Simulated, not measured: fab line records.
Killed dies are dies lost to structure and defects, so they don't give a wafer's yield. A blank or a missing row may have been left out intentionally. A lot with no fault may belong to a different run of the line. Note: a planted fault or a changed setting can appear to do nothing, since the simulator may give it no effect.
fab line records ; flow n5Finfet
record: lots: 6; wafers: 18; lastDay: 17
route steps=1938 shown BEOL_M15@1789
lots that met no fault: taken from a fault-free run of the same line
startH: start of the lot's first displayed wafer, in hours after the record's first day ; waitH: how many hours have passed since the lot's step before this one ; " same as the row above ; L1.1+2: several wafers, shown together as one row ; - no value, or no start given ; * or withheld: withheld ; < > ~ a bound
route shown NAME@n: a module of which the file shows steps, and the number in the route of the first ; usual: the fault-free wafers' mean and standard deviation ; same: alike in all rows ; chamber/n: place in a boat ; sites: readings site by site ; _std_site: the standard deviation of these ; _edge_site: inner sites' mean taken away from outer sites' mean ; radiusMm: how far each site lies from the wafer's centre ; mask NAME#n: copy n ; behind: the last tool/chamber to shape the wafer ; hold: the reason the lot was held/the length of the hold in hours/how it ended ; device: the transistor (n, p or np) that didn't switch ; end of line: the tests these same wafers got at the end of their route ; a step without rows: its recipe alone ; killed: the dies lost at the first sort to structure and to defects; this is not the yield of the wafer ; map: per-die view of a wafer (x killed, . not killed, _ where there is no die)
set.NAME: the run value of the setting; set.NAME@STEP: its run value at that earlier step ; model.NAME: the simulator's own value behind a step, which no gauge read
lots at selected steps of the route; one table per step, one row per wafer
services: from which hour (startH, from the record's first day; less than 0 if before it) a tool's chamber was out of use, for how many hours, and why
== steps ==
step: N5_BEOL_M15_STRIP_63
recipe: chemistry: O2; powerW: 600; tempC: 60; pressureMtorr: 30; rfFrequencyHz: 6e+07; biasPowerW: 0; overashFraction: 0.3; o2FlowSccm: 225
step: N5_BEOL_M15_STRIP_64
recipe: chemistry: O2; powerW: 600; tempC: 60; pressureMtorr: 30; rfFrequencyHz: 6e+07; biasPowerW: 0; overashFraction: 0.3; o2FlowSccm: 225
step: N5_BEOL_M15_STRIP_65
recipe: chemistry: postEtchResidueRemover; timeS: 60; tempC: 25; removerPh: withheld; removerWaterWtPct: withheld; removerFluorideWtPct: withheld
step: N5_BEOL_M15_SRD_66
recipe: timeS: 30; tempC: 23; rinseLiquid: diw; dry: n2Spin; spinRpm: 1500; dryTimeS: 30
step: N5_BEOL_M15_CD_MEAS_17
recipe: targetCdNm: 360; polarity: opening
usual: cdNm: 359.9/2.9
lot.wafer;tool;chamber;startH;waitH;cdNm
L508.3;cdSem-03;-;264.76;0.0;356.1
L508.4;cdSem-03;-;264.76;0.0;359.2
L508.6;cdSem-03;-;264.76;0.0;357.3
L518.2;cdSem-03;-;330.01;0.0;361.4
L518.3;cdSem-03;-;330.01;0.0;359.0
L518.6;cdSem-03;-;330.01;0.0;361.0
L521.1;cdSem-03;-;349.57;0.0;356.0
L521.2;cdSem-03;-;349.57;0.0;362.8
L521.3;cdSem-03;-;349.57;0.0;359.9
L523.1;cdSem-01;-;352.77;0.0;360.5
L523.3;cdSem-01;-;352.77;0.0;363.7
L523.6;cdSem-01;-;352.77;0.0;360.1
L524.2;cdSem-02;-;363.76;0.0;359.7
L524.3;cdSem-02;-;363.76;0.0;355.8
L524.4;cdSem-02;-;363.76;0.0;362.1
L528.1;cdSem-02;-;391.69;0.0;361.7
L528.5;cdSem-02;-;391.69;0.0;362.4
L528.6;cdSem-02;-;391.69;0.0;360.2
step: N5_BEOL_M15_COAT_56
recipe: resist: SOC; tempC: 250; timeS: 60; spinRpm: 1500; resistThkNm: 550
step: N5_BEOL_M15_ETCH_57
recipe: chemistry: N2/H2; target: SOC; sourceW: 3000; biasW: 350; timeS: 750; ionEnergyEv: 200; pressureMtorr: 30; n2FlowSccm: 200; h2FlowSccm: 200
usual: drypumpMotorCurrentA: 5.5/0.41; oesProductAu: 0.77/0.064; rfVppV: 523.7/2.8; showerheadPlenumPTorr: 2.53/0.11; throttleValvePct: 17.69/0.23
lot.wafer;tool;chamber;startH;waitH;drypumpMotorCurrentA;oesProductAu;rfHoursCounterH;rfVppV;showerheadPlenumPTorr;throttleValvePct
L508.3;rieDiel-06;1;264.87;-;4.7;0.97;2;521.2;2.48;17.31
L508.4;rieDiel-06;0;264.87;-;5.7;0.88;42;524.2;2.59;17.51
L508.6;rieDiel-06;1;264.87;-;4.7;0.98;-;521.8;2.48;17.31
L518.2;rieDiel-05;2;330.11;-;5.1;0.79;111;527.5;2.68;17.74
L518.3;rieDiel-05;1;330.11;-;5.8;0.82;86;524.2;2.59;18.07
L518.6;rieDiel-05;2;330.11;-;5.1;0.80;-;528.5;2.68;17.74
L521.1;rieDiel-06;2;349.67;-;5.4;0.77;144;525.4;2.65;17.72
L521.2;rieDiel-06;3;349.67;-;5.9;0.75;187;519.0;2.31;17.44
L521.3;rieDiel-06;0;349.67;-;5.7;0.85;68;524.9;2.58;17.53
L523.1;rieDiel-06;2;352.88;-;5.4;0.76;145;525.6;2.65;17.72
L523.3;rieDiel-06;3;352.88;-;5.9;0.75;188;517.1;2.31;17.46
L523.6;rieDiel-06;2;352.88;-;5.4;0.77;-;525.3;2.65;17.72
L524.2;rieDiel-05;2;363.86;-;5.1;0.77;121;526.8;2.68;17.75
L524.3;rieDiel-05;0;363.86;-;6.1;0.77;126;524.9;2.56;17.74
L524.4;rieDiel-05;0;363.86;-;6.0;0.77;-;524.6;2.56;17.76
L528.1;rieDiel-06;2;391.80;-;5.4;0.75;159;526.4;2.64;17.74
L528.5;rieDiel-06;3;391.80;-;5.9;0.73;-;517.3;2.31;17.47
L528.6;rieDiel-06;0;391.80;-;5.7;0.83;-;526.4;2.57;17.55
step: N5_BEOL_M15_COAT_60
recipe: resist: BARC; tempC: 205; timeS: 60; spinRpm: 1500; resistThkNm: 89
step: N5_BEOL_M15_COAT_22
recipe: spinRpm: 1704; resistThkNm: 800
step: N5_BEOL_M15_EBR_24
recipe: solvent: PGMEA; ebrWidthMm: 1.5
step: N5_BEOL_M15_SOFTBAKE_23
recipe: tempC: 130; timeS: 60
step: N5_BEOL_M15_EXPOSE_25
recipe: maskId: M15; na: 0.8; sourceShape: annular; sigmaInner: 0.5; sigmaOuter: 0.8; polarization: unpolarized; targetCdNm: 400; doseMj: 35.5
step: N5_BEOL_M15_PEB_26
recipe: pebTempC: 130; pebTimeS: 90
usual: heaterPowerTotalW: 172.4/0.82
lot.wafer;tool;chamber;startH;waitH;heaterPowerTotalW
L508.3;lithoTrack-04;0;265.65;0.0;173.1
L508.4;lithoTrack-04;0;265.65;0.0;172.6
L508.6;lithoTrack-04;0;265.65;0.0;171.4
L518.2;lithoTrack-01;0;330.90;0.0;172.7
L518.3;lithoTrack-01;0;330.90;0.0;173.5
L518.6;lithoTrack-01;0;330.90;0.0;173.2
L521.1;lithoTrack-01;0;350.32;0.1;173.0
L521.2;lithoTrack-01;0;350.32;0.1;184.0
L521.3;lithoTrack-01;0;350.32;0.1;172.5
L523.1;lithoTrack-01;0;353.54;0.1;173.2
L523.3;lithoTrack-01;0;353.54;0.1;171.5
L523.6;lithoTrack-01;0;353.54;0.1;184.8
L524.2;lithoTrack-04;0;364.65;0.0;171.3
L524.3;lithoTrack-04;0;364.65;0.0;170.9
L524.4;lithoTrack-04;0;364.65;0.0;170.9
L528.1;lithoTrack-04;0;392.45;0.1;173.0
L528.5;lithoTrack-04;0;392.45;0.1;172.7
L528.6;lithoTrack-04;0;392.45;0.1;172.9
step: N5_BEOL_M15_DEVELOP_27
recipe: developTimeS: 45; rinseLiquid: diw; dry: airSpin; devTempC: 21
step: N5_BEOL_M15_HARDBAKE_32
recipe: tempC: 130; timeS: 120
step: N5_BEOL_M15_CD_MEAS_28
recipe: targetCdNm: 407.6; landingEnergyEv: 500; detector: seInlens
usual: cdNm: 406.5/2
lot.wafer;tool;chamber;startH;waitH;cdNm
L508.3;cdSem-02;0;265.77;-;407.7
L508.4;cdSem-02;0;265.77;-;405.1
L508.6;cdSem-02;0;265.77;-;409.2
L518.2;cdSem-01;0;331.01;-;404.8
L518.3;cdSem-01;0;331.01;-;406.2
L518.6;cdSem-01;0;331.01;-;405.8
L521.1;cdSem-03;0;350.44;-;406.1
L521.2;cdSem-03;0;350.44;-;402.2
L521.3;cdSem-03;0;350.44;-;409.3
L523.1;cdSem-01;0;353.66;-;404.1
L523.3;cdSem-01;0;353.66;-;408.8
L523.6;cdSem-01;0;353.66;-;401.3
L524.2;cdSem-02;0;364.77;-;405.0
L524.3;cdSem-02;0;364.77;-;405.6
L524.4;cdSem-02;0;364.77;-;405.6
L528.1;cdSem-03;0;392.57;-;407.5
L528.5;cdSem-03;0;392.57;-;407.2
L528.6;cdSem-03;0;392.57;-;406.9
step: N5_BEOL_M15_OVL_MEAS_29
recipe: pointsPerWafer: 44
usual: M15_OVL: 2/5.3
lot.wafer;tool;chamber;startH;waitH;M15_OVL[nm]
L508.3;overlay-01;0;265.80;0.0;5
L508.4;overlay-01;0;265.80;0.0;0
L508.6;overlay-01;0;265.80;0.0;0
L518.2;overlay-02;0;331.04;0.0;4
L518.3;overlay-02;0;331.04;0.0;3
L518.6;overlay-02;0;331.04;0.0;1
L521.1;overlay-02;0;350.47;0.0;-7
L521.2;overlay-02;0;350.47;0.0;-2
L521.3;overlay-02;0;350.47;0.0;-3
L523.1;overlay-02;0;353.69;0.0;1
L523.3;overlay-02;0;353.69;0.0;7
L523.6;overlay-02;0;353.69;0.0;7
L524.2;overlay-02;0;364.80;0.0;-2
L524.3;overlay-02;0;364.80;0.0;-1
L524.4;overlay-02;0;364.80;0.0;3
L528.1;overlay-01;0;392.60;0.0;7
L528.5;overlay-01;0;392.60;0.0;5
L528.6;overlay-01;0;392.60;0.0;3
step: N5_BEOL_M15_INSPECT_30
recipe: mode: adi; inspectInstrument: macro
usual: rawDefectCount: 2.2/1.6
lot.wafer;tool;chamber;startH;waitH;rawDefectCount
L508.3;defectInspect-01;-;265.82;0.0;1
L508.4;defectInspect-01;-;265.82;0.0;1
L508.6;defectInspect-01;-;265.82;0.0;3
L518.2;defectInspect-01;-;331.07;0.0;2
L518.3;defectInspect-01;-;331.07;0.0;1
L518.6;defectInspect-01;-;331.07;0.0;3
L521.1;defectInspect-02;-;350.49;0.0;0
L521.2;defectInspect-02;-;350.49;0.0;2
L521.3;defectInspect-02;-;350.49;0.0;0
L523.1;defectInspect-01;-;353.71;0.0;6
L523.3;defectInspect-01;-;353.71;0.0;3
L523.6;defectInspect-01;-;353.71;0.0;3
L524.2;defectInspect-01;-;364.82;0.0;4
L524.3;defectInspect-01;-;364.82;0.0;3
L524.4;defectInspect-01;-;364.82;0.0;2
L528.1;defectInspect-02;-;392.62;0.0;1
L528.5;defectInspect-02;-;392.62;0.0;0
L528.6;defectInspect-02;-;392.62;0.0;3
step: N5_BEOL_M15_DESCUM_33
recipe: chemistry: O2; timeS: 7.9; sourcePowerW: 50; biasPowerW: 20; pressureMtorr: 20; rfFrequencyHz: 2.712e+07; tempC: 40; o2FlowSccm: 225
usual: drypumpMotorCurrentA: 5.5/0.41; o2FlowSccm: 225.0/0.58; oesProductAu: 0.78/0.064; rfVppV: 243.0/1.5; showerheadPlenumPTorr: 2.08/0.09; throttleValvePct: 20.34/0.2
lot.wafer;tool;chamber;startH;waitH;drypumpMotorCurrentA;o2FlowSccm;oesProductAu;rfHoursCounterH;rfVppV;showerheadPlenumPTorr;throttleValvePct;model.BEOL_M15.cdNm
L508.3;rieDiel-06;3;265.86;0.0;5.9;225.3;0.77;167;239.2;1.92;20.13;407.6
L508.4;rieDiel-06;2;265.86;0.0;5.4;224.3;0.79;119;244.4;2.22;20.49;405.2
L508.6;rieDiel-06;2;265.86;0.0;5.4;224.2;0.80;-;246.3;2.22;20.48;409
L518.2;rieDiel-02;1;331.10;0.0;6.0;224.9;0.74;192;242.5;1.97;20.04;404.4
L518.3;rieDiel-02;2;331.10;0.0;5.9;223.9;0.68;245;243.4;2.04;20.57;406
L518.6;rieDiel-02;3;331.10;0.0;5.5;225.3;0.70;-;244.2;2.15;20.40;405.6
L521.1;rieDiel-06;3;350.58;0.1;5.9;225.5;0.75;188;241.1;1.91;20.14;406.4
L521.2;rieDiel-06;0;350.58;0.1;5.6;225.0;0.85;69;243.1;2.10;20.14;402.4
L521.3;rieDiel-06;2;350.58;0.1;5.4;225.1;0.77;145;243.8;2.21;20.54;408.8
L523.1;rieDiel-02;3;354.35;0.6;5.5;225.0;0.70;202;243.7;2.15;20.41;403.8
L523.3;rieDiel-02;0;354.35;0.6;5.0;224.9;0.71;224;241.8;2.08;20.58;409
L523.6;rieDiel-02;0;354.35;0.6;5.0;226.0;0.71;-;244.3;2.08;20.56;401.2
L524.2;rieDiel-06;2;365.32;0.5;5.4;225.7;0.76;150;243.7;2.21;20.53;405
L524.3;rieDiel-06;1;365.32;0.5;4.7;225.5;0.88;30;242.1;2.05;20.14;405.8
L524.4;rieDiel-06;0;365.32;0.5;5.7;224.4;0.83;74;242.8;2.10;20.13;406
L528.1;rieDiel-02;3;392.66;0.0;5.5;226.5;0.69;216;243.4;2.15;20.42;407.2
L528.5;rieDiel-02;2;392.66;0.0;5.9;226.2;0.94;-;241.9;2.04;20.05;407.4
L528.6;rieDiel-02;3;392.66;0.0;5.4;225.6;0.69;-;244.5;2.15;20.43;406.6
step: N5_BEOL_M15_ETCH_61
recipe: chemistry: N2/H2; target: BARC; targetDepthA: 890; overetchA: 267; timeS: 67.9; ionEnergyEv: 200; pressureMtorr: 30; sourceW: 840; biasW: 150; n2FlowSccm: 200; h2FlowSccm: 200
usual: drypumpMotorCurrentA: 5.6/0.41; oesProductAu: 0.67/0.055; rfVppV: 523.7/2.9; showerheadPlenumPTorr: 2.53/0.11; throttleValvePct: 17.79/0.23
lot.wafer;tool;chamber;startH;waitH;drypumpMotorCurrentA;oesProductAu;rfHoursCounterH;rfVppV;showerheadPlenumPTorr;throttleValvePct
L508.3;rieDiel-06;3;265.89;0.0;5.9;0.65;167;518.9;2.32;17.50
L508.4;rieDiel-06;2;265.89;0.0;5.4;0.68;119;526.2;2.66;17.76
L508.6;rieDiel-06;2;265.89;0.0;5.4;0.67;-;526.9;2.66;17.79
L518.2;rieDiel-02;1;331.13;0.0;6.0;0.63;192;521.8;2.40;17.59
L518.3;rieDiel-02;2;331.13;0.0;5.9;0.60;245;523.0;2.49;18.05
L518.6;rieDiel-02;3;331.13;0.0;5.5;0.61;-;525.8;2.64;18.16
L521.1;rieDiel-06;3;350.62;0.0;5.9;0.64;188;518.2;2.31;17.55
L521.2;rieDiel-06;0;350.62;0.0;5.6;0.72;69;523.7;2.58;17.65
L521.3;rieDiel-06;2;350.62;0.0;5.4;0.64;145;526.5;2.65;17.84
L523.1;rieDiel-02;3;354.39;0.0;5.5;0.61;202;526.2;2.64;18.18
L523.3;rieDiel-02;0;354.39;0.0;5.0;0.60;224;523.2;2.49;17.80
L523.6;rieDiel-02;0;354.39;0.0;5.0;0.60;-;522.0;2.49;17.80
L524.2;rieDiel-06;2;365.35;0.0;5.4;0.65;150;526.8;2.65;17.83
L524.3;rieDiel-06;1;365.35;0.0;4.7;0.75;30;523.0;2.47;17.44
L524.4;rieDiel-06;0;365.35;0.0;5.6;0.72;74;526.3;2.58;17.65
L528.1;rieDiel-02;3;392.69;0.0;5.5;0.59;216;525.3;2.63;18.21
L528.5;rieDiel-02;2;392.69;0.0;5.9;0.81;-;521.0;2.48;17.53
L528.6;rieDiel-02;3;392.69;0.0;5.5;0.60;-;526.5;2.63;18.21
step: N5_BEOL_M15_TRENCH_ETCH_34
recipe: chemistry: C4F8/O2/Ar; target: SiO2; targetDepthA: 8729.3; heInnerTorr: 15; heOuterTorr: 30; timeS: 199; ionEnergyEv: 800; pressureMtorr: 20; sourceW: 1905; biasW: 2040; Ar_flow_sccm: 400; C4F8_flow_sccm: 16; O2_flow_sccm: 12
usual: drypumpMotorCurrentA: 5.6/0.41; oesProductAu: 0.78/0.065; rfVppV: 2186/59; showerheadPlenumPTorr: 3.43/0.12; throttleValvePct: 30.82/0.21
lot.wafer;tool;chamber;startH;waitH;drypumpMotorCurrentA;oesProductAu;rfHoursCounterH;rfVppV;showerheadPlenumPTorr;throttleValvePct
L508.3;rieDiel-06;3;265.94;0.0;5.9;0.77;167;2121;3.18;30.69
L508.4;rieDiel-06;2;265.94;0.0;5.4;0.79;119;2179;3.58;30.73
L508.6;rieDiel-06;2;265.94;0.0;5.4;0.79;-;2180;3.58;30.73
L518.2;rieDiel-02;1;331.19;0.0;6.1;0.73;192;2120;3.31;30.71
L518.3;rieDiel-02;2;331.19;0.0;5.9;0.67;245;2139;3.36;30.97
L518.6;rieDiel-02;3;331.19;0.0;5.5;0.70;-;2161;3.54;30.86
L521.1;rieDiel-06;3;350.67;0.0;5.9;0.75;188;2121;3.17;30.70
L521.2;rieDiel-06;0;350.67;0.0;5.7;0.84;69;2246;3.48;30.80
L521.3;rieDiel-06;2;350.67;0.0;5.4;0.78;145;2178;3.57;30.75
L523.1;rieDiel-02;3;354.44;0.0;5.5;0.70;202;2160;3.54;30.88
L523.3;rieDiel-02;0;354.44;0.0;5.0;0.70;224;2280;3.42;31.07
L523.6;rieDiel-02;0;354.44;0.0;5.0;0.69;-;2281;3.42;31.05
L524.2;rieDiel-06;2;365.41;0.0;5.4;0.76;150;2178;3.57;30.75
L524.3;rieDiel-06;1;365.41;0.0;4.7;0.87;30;2111;3.37;30.53
L524.4;rieDiel-06;0;365.41;0.0;5.7;0.83;74;2246;3.48;30.78
L528.1;rieDiel-02;3;392.74;0.0;5.5;0.69;216;2161;3.53;30.88
L528.5;rieDiel-02;2;392.74;0.0;5.9;0.95;-;2137;3.36;30.45
L528.6;rieDiel-02;3;392.74;0.0;5.5;0.68;-;2160;3.53;30.89
step: N5_BEOL_M15_STRIP_36
recipe: chemistry: O2; powerW: 600; tempC: 60; pressureMtorr: 30; rfFrequencyHz: 6e+07; biasPowerW: 0; overashFraction: 0.3; o2FlowSccm: 225
usual: drypumpMotorCurrentA: 5.5/0.41; o2FlowSccm: 225.0/0.66; oesProductAu: 0.79/0.057; rfVppV: 3.6/0.94; showerheadPlenumPTorr: 2.10/0.087; throttleValvePct: 16.60/0.16
lot.wafer;tool;chamber;startH;waitH;drypumpMotorCurrentA;o2FlowSccm;oesProductAu;rfHoursCounterH;rfVppV;showerheadPlenumPTorr;throttleValvePct
L508.3;rieDiel-05;0;270.90;4.8;6.0;226.2;0.81;96;2.2;2.11;16.56
L508.4;rieDiel-05;2;270.90;4.8;5.1;226.6;0.79;94;3.4;2.21;16.56
L508.6;rieDiel-05;1;270.90;4.8;5.8;224.1;0.85;-;1.9;2.14;16.75
L518.2;rieDiel-02;3;339.32;7.9;5.5;224.4;0.71;196;3.4;2.16;16.69
L518.3;rieDiel-02;2;339.32;7.9;5.9;225.6;0.68;248;3.8;2.04;16.85
L518.6;rieDiel-02;2;339.32;7.9;5.9;224.8;0.68;-;4.5;2.04;16.81
L521.1;rieDiel-05;2;352.38;1.5;5.1;225.3;0.78;117;2.7;2.20;16.57
L521.2;rieDiel-05;3;352.38;1.5;5.1;225.1;0.77;98;3.5;2.12;16.65
L521.3;rieDiel-05;1;352.38;1.5;5.8;224.1;0.83;92;3.4;2.13;16.78
L523.1;rieDiel-02;3;354.72;0.1;5.5;224.3;0.69;203;4.0;2.16;16.70
L523.3;rieDiel-02;1;354.72;0.1;6.0;224.1;0.75;200;3.6;1.98;16.40
L523.6;rieDiel-02;3;354.72;0.1;5.5;224.6;0.70;-;2.9;2.15;16.75
L524.2;rieDiel-06;2;366.43;0.8;5.4;225.0;0.77;151;3.0;2.21;16.79
L524.3;rieDiel-06;0;366.43;0.8;5.7;224.4;0.84;74;3.6;2.10;16.40
L524.4;rieDiel-06;1;366.43;0.8;4.7;225.0;0.89;30;2.3;2.05;16.44
L528.1;rieDiel-05;3;399.03;6.1;5.2;224.5;0.77;113;3.0;2.12;16.71
L528.5;rieDiel-05;2;399.03;6.1;5.1;224.5;0.78;-;3.5;2.20;16.62
L528.6;rieDiel-05;1;399.03;6.1;5.8;224.8;0.82;-;3.2;2.13;16.79
step: N5_BEOL_M15_STRIP_62
recipe: chemistry: O2; powerW: 600; tempC: 60; pressureMtorr: 30; rfFrequencyHz: 6e+07; biasPowerW: 0; overashFraction: 0.3; o2FlowSccm: 225
step: N5_BEOL_M15_STRIP_37
recipe: chemistry: O2; powerW: 600; tempC: 60; pressureMtorr: 30; rfFrequencyHz: 6e+07; biasPowerW: 0; overashFraction: 0.3; o2FlowSccm: 225
usual: drypumpMotorCurrentA: 5.5/0.41; o2FlowSccm: 225.1/0.71; oesProductAu: 0.79/0.058; rfVppV: 3.6/0.57; showerheadPlenumPTorr: 2.10/0.087; throttleValvePct: 16.60/0.16
lot.wafer;tool;chamber;startH;waitH;drypumpMotorCurrentA;o2FlowSccm;oesProductAu;rfHoursCounterH;rfVppV;showerheadPlenumPTorr;throttleValvePct
L508.3;rieDiel-05;0;-;-;6.0;224.5;0.80;96;4.2;2.11;16.60
L508.4;rieDiel-05;2;-;-;5.1;224.4;0.79;94;4.0;2.21;16.56
L508.6;rieDiel-05;1;-;-;5.9;224.9;0.83;-;3.0;2.14;16.74
L518.2;rieDiel-02;3;-;-;5.5;226.7;0.71;196;3.7;2.16;16.71
L518.3;rieDiel-02;2;-;-;5.9;225.8;0.68;248;4.0;2.04;16.83
L518.6;rieDiel-02;2;-;-;5.9;226.1;0.68;-;3.3;2.04;16.82
L521.1;rieDiel-05;2;-;-;5.1;225.8;0.77;117;3.7;2.20;16.60
L521.2;rieDiel-05;3;-;-;5.2;225.0;0.78;98;3.4;2.12;16.69
L521.3;rieDiel-05;1;-;-;5.8;225.3;0.82;92;4.1;2.13;16.77
L523.1;rieDiel-02;3;-;-;5.4;224.7;0.71;203;3.9;2.15;16.71
L523.3;rieDiel-02;1;-;-;6.0;224.7;0.73;200;3.0;1.98;16.40
L523.6;rieDiel-02;3;-;-;5.5;224.5;0.70;-;4.3;2.15;16.72
L524.2;rieDiel-06;2;-;-;5.4;224.7;0.77;151;2.7;2.21;16.79
L524.3;rieDiel-06;0;-;-;5.7;226.1;0.85;74;3.5;2.10;16.39
L524.4;rieDiel-06;1;-;-;4.7;225.1;0.87;30;3.2;2.05;16.44
L528.1;rieDiel-05;3;-;-;5.2;225.2;0.76;113;4.0;2.12;16.72
L528.5;rieDiel-05;2;-;-;5.1;225.1;0.75;-;3.0;2.20;16.62
L528.6;rieDiel-05;1;-;-;5.8;225.5;0.80;-;3.4;2.13;16.80
step: N5_BEOL_M15_ETCH_38
recipe: chemistry: CF4/N2; target: SiCN; targetDepthA: 1064; taperDeg: 2; timeS: 120.5; ionEnergyEv: 150; maskMaterial: SiO2; pressureMtorr: 40; sourceW: 430; biasW: 70; Ar_flow_sccm: 100; cf4FlowSccm: 60; n2FlowSccm: 60
usual: drypumpMotorCurrentA: 5.5/0.41; oesProductAu: 0.79/0.058; rfVppV: 382.4/2.1; showerheadPlenumPTorr: 2.21/0.08; throttleValvePct: 15.36/0.12
lot.wafer;tool;chamber;startH;waitH;drypumpMotorCurrentA;oesProductAu;rfHoursCounterH;rfVppV;showerheadPlenumPTorr;throttleValvePct;model.BEOL_M15.cdNm
L508.3;rieDiel-05;0;-;-;6.0;0.81;96;382.3;2.22;15.37;399.4
L508.4;rieDiel-05;2;-;-;5.1;0.81;94;386.7;2.31;15.24;398.6
L508.6;rieDiel-05;1;-;-;5.8;0.85;-;383.5;2.25;15.44;403
L518.2;rieDiel-02;3;-;-;5.5;0.71;196;384.5;2.27;15.54;397.4
L518.3;rieDiel-02;2;-;-;5.9;0.67;248;381.3;2.15;15.59;397.6
L518.6;rieDiel-02;2;-;-;5.9;0.68;-;380.9;2.15;15.59;397
L521.1;rieDiel-05;2;-;-;5.1;0.80;117;384.6;2.30;15.28;398.8
L521.2;rieDiel-05;3;-;-;5.2;0.77;98;382.0;2.23;15.38;395.8
L521.3;rieDiel-05;1;-;-;5.8;0.81;92;382.3;2.24;15.49;401.6
L523.1;rieDiel-02;3;-;-;5.5;0.69;203;384.6;2.27;15.54;396
L523.3;rieDiel-02;1;-;-;6.0;0.74;200;380.5;2.10;15.30;401.6
L523.6;rieDiel-02;3;-;-;5.5;0.69;-;385.9;2.27;15.54;394.4
L524.2;rieDiel-06;2;-;-;5.4;0.78;151;384.1;2.29;15.41;398
L524.3;rieDiel-06;0;-;-;5.6;0.83;74;382.8;2.24;15.30;397.6
L524.4;rieDiel-06;1;-;-;4.7;0.87;30;380.6;2.16;15.17;399.6
L528.1;rieDiel-05;3;-;-;5.2;0.76;113;382.6;2.22;15.39;398.2
L528.5;rieDiel-05;2;-;-;5.1;0.77;-;383.6;2.29;15.32;401.4
L528.6;rieDiel-05;1;-;-;5.9;0.80;-;383.1;2.24;15.54;398
step: N5_BEOL_M15_PRECLEAN_39
recipe: chemistry: residueRemover; timeS: 60; tempC: 40
== services ==
tool;chamber;startH;hours;kind
rieDiel-06;3;272.94;8.2;repair
lithoTrack-01;-;291.00;-;consumableReplace:filter
rieDiel-05;2;292.50;6.9;repair
rieDiel-06;3;335.24;4.3;repair
rieDiel-02;2;345.20;-;clean
rieDiel-02;2;345.20;-;consumableReplace:focusRing
rieDiel-02;2;345.20;14.0;scheduledDown
rieDiel-02;2;345.20;14.0;ventCycle
rieDiel-06;1;347.84;8.6;repair
rieDiel-06;-;358.55;0.9;repair
rieDiel-05;1;359.64;5.6;repair
rieDiel-05;-;365.21;1.2;repair
== key ==
firstSign: step: N5_BEOL_M15_PEB_26; reading: heaterPowerTotalW; direction: up; sigmas: 15; usual: *; struck: *
effect none on later readings
modelEffect: step: N5_BEOL_M15_DESCUM_33; value: BEOL_M15.cdNm; without: 406.4; struck: 401.8
modelEffect: step: N5_BEOL_M15_ETCH_38; value: BEOL_M15.cdNm; without: 399.6; struck: 395.1
metAt N5_BEOL_M15_PEB_26
struckWafers L521.2,L523.6
onsetBetween 330.90 350.32
fault: kind: processParameterDrift; tool: lithoTrack-01; chamber: -; onsetH: 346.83; steps: N5_BEOL_M15_PEB_26; channel: pebTimeS; offset: *; shape: step; endH: 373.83; scope: struckWafersOnly; actsIn: *; stated: *
